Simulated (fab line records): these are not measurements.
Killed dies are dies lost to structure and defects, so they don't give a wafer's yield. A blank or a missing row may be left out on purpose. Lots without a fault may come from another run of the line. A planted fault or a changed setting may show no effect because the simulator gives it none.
fab line records	flow nand-harc	part 2 of 2: steps 22 to 27 of 27
[record] lots = 5	wafers = 15	last-day = 27
route steps=1159 shown A_CONTACT@875
lots untouched by any fault: they come from a run of this same line in which no faults occurred
start-h: hours from the record's opening day to when the first of the lot's shown wafers began	wait-h: hours elapsed since this lot's preceding step	" unchanged from the row above	L1.1+2: a row that stands for several wafers	- value missing, or start not given	* or withheld: withheld	< > ~ a bound
route shown NAME@n: a module of which the file shows steps, and the number in the route of the first	usual: mean/standard deviation taken from wafers without a fault	same: alike in all rows	chamber/n: place in a boat	sites: readings site by site	_std_site: the values' standard deviation	_edge_site: outer sites' mean less inner sites'	radius-mm: how far each site lies from the wafer's centre	mask NAME#n: copy n	behind: the last tool/chamber to shape the wafer	hold: what put the lot on hold/how long, in hours/how the hold closed	device: the transistor (n, p or np) that didn't switch	end of line: the tests these same wafers got at the end of their route	for a step that has no rows: nothing shown but its recipe	killed: the dies lost at the first sort to structure and to defects; this is not the yield of the wafer	map: per-die view of a wafer (x killed, . not killed, _ where there is no die)
set.NAME: the setting as run; set.NAME@STEP: as run at that earlier step	model.NAME: the simulator's own value behind a step, which no gauge read
a table for each step, a row for each wafer; lots at some steps of the route
services: when a tool's chamber went out of use (start-h, in hours from the record's first day, below 0 if earlier), for how many hours, and the reason
[[steps]]
[step NHARC_A_CONTACT_CD_MEAS_69]
[recipe] target-cd-nm = 200	landing-energy-ev = 500
[usual] cd-nm = 200.0/0.39
lot.wafer	tool	chamber	start-h	wait-h	cd-nm
L075.1	cd-sem-02	0	414.95	-	200.1
L075.4	"	0	"	"	200.3
L075.5	"	0	"	"	200.5
L088.1	cd-sem-03	0	487.66	-	199.6
L088.3	"	0	"	"	200.2
L088.4	"	0	"	"	200.0
L081.1	cd-sem-01	0	505.77	-	200.6
L081.5	"	0	"	"	200.3
L081.6	"	0	"	"	200.1
L090.3	cd-sem-02	0	518.46	-	200.3
L090.4	"	0	"	"	199.9
L090.6	"	0	"	"	200.0
L095.3	cd-sem-01	0	559.83	-	199.5
L095.4	"	0	"	"	199.8
L095.5	"	0	"	"	199.3
[step NHARC_A_CONTACT_OVL_MEAS_70]
[usual] overlay-x-nm = -0.1/0.83	overlay-y-nm = 0.0/0.74
lot.wafer	tool	chamber	start-h	wait-h	overlay-x-nm	overlay-y-nm
L075.1	overlay-02	-	415.04	-	0.3	-0.5
L075.4	"	-	"	"	0.0	0.0
L075.5	"	-	"	"	0.7	-1.0
L088.1	overlay-02	-	487.75	-	-1.1	0.8
L088.3	"	-	"	"	0.5	0.4
L088.4	"	-	"	"	-0.8	0.4
L081.1	overlay-02	-	505.86	-	1.5	0.2
L081.5	"	-	"	"	0.7	0.3
L081.6	"	-	"	"	1.6	0.1
L090.3	overlay-02	-	518.56	-	-0.5	-0.7
L090.4	"	-	"	"	-0.1	-0.6
L090.6	"	-	"	"	-0.3	-0.3
L095.3	overlay-01	-	559.91	-	-0.5	0.5
L095.4	"	-	"	"	0.0	1.6
L095.5	"	-	"	"	-0.1	0.9
[step NHARC_A_CONTACT_INSPECT_71]
[usual] raw-defect-count = 28/14
lot.wafer	tool	chamber	start-h	wait-h	raw-defect-count
L075.1	defect-inspect-02	-	415.07	0.0	52
L075.4	"	-	"	"	35
L075.5	"	-	"	"	41
L088.1	defect-inspect-01	-	487.79	0.0	31
L088.3	"	-	"	"	27
L088.4	"	-	"	"	35
L081.1	defect-inspect-01	-	505.89	0.0	5
L081.5	"	-	"	"	10
L081.6	"	-	"	"	12
L090.3	defect-inspect-01	-	518.59	0.0	24
L090.4	"	-	"	"	44
L090.6	"	-	"	"	34
L095.3	defect-inspect-01	-	559.95	0.0	32
L095.4	"	-	"	"	46
L095.5	"	-	"	"	41
[step NHARC_A_CONTACT_DESCUM_74]
[recipe] time-s = 3	o2-flow-sccm = 200	ar-flow-sccm = 0	bias-power-w = 0	chemistry = O2
[usual] chamber-pressure-mTorr = 60.00/0.052	drypump-motor-current-A = 5.6/0.4	o2-flow-sccm = 200.0/0.62	oes-product-au = 1.000/0.0083	rf-vpp-V = 57.6/0.8	showerhead-plenum-p-Torr = 1.88/0.076	throttle-valve-pct = 11.311/0.009
lot.wafer	tool	chamber	start-h	wait-h	chamber-pressure-mTorr	drypump-motor-current-A	o2-flow-sccm	oes-product-au	rf-hours-counter-h	rf-vpp-V	showerhead-plenum-p-Torr	throttle-valve-pct
L075.1	rie-diel-04	2	415.13	0.1	59.94	5.6	200.6	0.999	18	57.5	1.88	11.330
L075.4	"	0	"	"	59.89	5.6	199.9	1.002	19	57.0	1.79	11.310
L075.5	"	2	"	"	59.93	5.6	200.5	1.001	-	57.2	1.88	11.297
L088.3	rie-diel-13	0	487.85	0.1	59.96	5.5	201.0	1.011	8	58.3	1.93	11.317
L088.4	"	1	"	"	59.96	5.3	200.1	1.020	14	58.0	1.85	11.313
L088.1	"	3	"	"	59.95	6.5	200.6	1.006	14	58.1	2.05	11.303
L081.1	rie-diel-13	1	505.97	0.1	59.92	5.3	200.4	0.986	18	58.3	1.84	11.311
L081.5	"	3	"	"	60.01	6.5	200.8	0.985	-	56.9	2.05	11.300
L081.6	"	0	"	"	60.07	5.4	201.4	0.991	-	57.3	1.93	11.321
L090.3	rie-diel-13	3	518.67	0.1	59.92	6.5	200.1	0.993	24	58.0	2.05	11.321
L090.4	"	0	"	"	60.01	5.5	200.8	0.997	17	58.4	1.93	11.306
L090.6	"	2	"	"	60.04	5.7	200.4	0.996	-	57.7	1.77	11.330
L095.3	rie-diel-04	2	560.27	0.3	60.07	5.7	200.2	1.003	20	57.4	1.87	11.303
L095.4	"	3	"	"	60.02	5.0	200.8	0.991	20	58.0	1.91	11.315
L095.5	"	2	"	"	60.09	5.7	199.1	0.991	-	58.0	1.87	11.320
[step NHARC_A_CONTACT_ETCH_75]
[recipe] target-depth-a = 390	over-etch-frac = 0.3	time-s = 65	ion-energy-ev = 80	cf4-flow-sccm = 150	ar-flow-sccm = 0	rf-w = 300	bias-w = 100	chemistry = CF4
[usual] chamber-pressure-mTorr = 50.00/0.048	drypump-motor-current-A = 5.6/0.4	oes-product-au = 1.000/0.0066	rf-vpp-V = 150.8/1.2	showerhead-plenum-p-Torr = 1.74/0.067	throttle-valve-pct = 13.284/0.0089
lot.wafer	tool	chamber	start-h	wait-h	chamber-pressure-mTorr	drypump-motor-current-A	oes-product-au	rf-hours-counter-h	rf-vpp-V	showerhead-plenum-p-Torr	throttle-valve-pct
L075.4	rie-diel-04	3	415.22	0.1	49.96	5.0	0.999	19	151.3	1.77	13.294
L075.1	"	0	"	"	50.09	5.6	0.993	19	148.1	1.66	13.279
L075.5	"	0	"	"	49.97	5.5	0.998	-	149.3	1.66	13.289
L088.3	rie-diel-13	0	487.94	0.1	49.99	5.4	1.000	8	151.1	1.78	13.276
L088.4	"	1	"	"	49.93	5.3	1.003	14	152.2	1.71	13.289
L088.1	"	2	"	"	49.97	5.7	1.000	14	151.8	1.65	13.288
L081.1	rie-diel-13	3	506.04	0.1	50.00	6.5	1.007	19	151.9	1.89	13.283
L081.5	"	3	"	"	49.97	6.5	0.996	-	153.4	1.89	13.289
L081.6	"	0	"	"	49.97	5.5	1.010	-	150.8	1.78	13.289
L090.4	rie-diel-13	2	518.79	0.1	49.98	5.7	1.002	25	149.5	1.65	13.299
L090.3	"	3	"	"	49.92	6.5	1.003	24	150.8	1.89	13.288
L090.6	"	2	"	"	49.99	5.7	0.998	-	148.4	1.65	13.272
L095.3	rie-diel-04	0	560.35	0.1	49.97	5.6	0.993	21	149.4	1.65	13.285
L095.4	"	3	"	"	49.94	4.9	0.995	20	152.1	1.77	13.288
L095.5	"	0	"	"	50.00	5.6	0.990	-	149.1	1.66	13.275
[step NHARC_A_CONTACT_ETCH_76]
[recipe] target-depth-a = 2600	over-etch-frac = 0.3	time-s = 475.3	ion-energy-ev = 200	n2-flow-sccm = 150	h2-flow-sccm = 150	ar-flow-sccm = 0	rf-w = 400	bias-w = 150	chemistry = N2/H2
[usual] chamber-pressure-mTorr = 29.997/0.027	drypump-motor-current-A = 5.6/0.4	oes-product-au = 1.000/0.0066	rf-vpp-V = 429.4/2.5	showerhead-plenum-p-Torr = 2.00/0.084	throttle-valve-pct = 14.171/0.01
lot.wafer	tool	chamber	start-h	wait-h	chamber-pressure-mTorr	drypump-motor-current-A	oes-product-au	rf-hours-counter-h	rf-vpp-V	showerhead-plenum-p-Torr	throttle-valve-pct
L075.1	rie-diel-04	3	-	-	30.010	4.9	0.994	19	430.6	2.04	14.161
L075.4	"	2	"	"	30.010	5.6	1.004	18	429.3	2.01	14.165
L075.5	"	3	"	"	29.971	5.0	0.997	-	430.7	2.04	14.185
L088.4	rie-diel-13	3	-	-	29.963	6.5	1.008	15	435.9	2.19	14.163
L088.3	"	1	"	"	30.002	5.4	0.995	14	428.1	1.96	14.185
L088.1	"	2	"	"	29.976	5.7	1.007	15	428.0	1.89	14.162
L081.1	rie-diel-13	1	-	-	30.009	5.4	1.009	18	428.8	1.96	14.173
L081.6	"	3	"	"	30.047	6.6	1.003	-	434.2	2.19	14.160
L081.5	"	0	"	"	30.018	5.5	1.008	-	431.3	2.06	14.169
L090.3	rie-diel-13	0	-	-	30.004	5.4	0.998	17	431.5	2.06	14.184
L090.4	"	3	"	"	29.973	6.5	0.997	24	433.5	2.19	14.179
L090.6	"	0	"	"	29.994	5.4	1.004	-	430.7	2.06	14.180
L095.4	rie-diel-04	2	-	-	30.000	5.7	0.988	21	428.2	2.00	14.178
L095.3	"	1	"	"	29.958	5.9	0.996	18	431.3	2.01	14.156
L095.5	"	2	"	"	30.011	5.7	0.992	-	429.6	2.00	14.170
[[services]]
tool	chamber	start-h	hours	kind
rie-diel-13	2	394.58	8.5	repair
wet-bench-01	-	401.34	8.0	pm
rie-diel-04	-	403.24	0.5	repair
acl-dep-03	-	405.93	13.0	pm
arfi-scanner-03	-	423.02	1.0	repair
rie-diel-04	0	442.08	2.6	repair
litho-track-01	-	443.00	7.0	pm
rie-diel-04	3	443.11	8.3	repair
rie-diel-04	3	451.85	2.1	repair
rie-diel-13	-	453.20	9.0	pm
rie-diel-04	-	465.98	9.0	pm
rie-diel-13	0	466.52	6.0	repair
litho-track-06	-	467.00	7.0	pm
pecvd-03	-	473.00	13.0	pm
acl-dep-01	-	477.19	13.0	pm
rie-diel-04	1	479.75	6.5	repair
arfi-scanner-03	-	484.00	4.0	pm
litho-track-04	-	491.00	7.0	pm
rie-diel-04	1	494.32	8.7	repair
pecvd-03	1	516.87	4.4	repair
rie-diel-11	1	517.78	3.9	repair
rie-diel-11	0	535.52	6.0	repair
rie-diel-11	-	546.17	9.0	pm
pecvd-04	-	557.00	13.0	pm
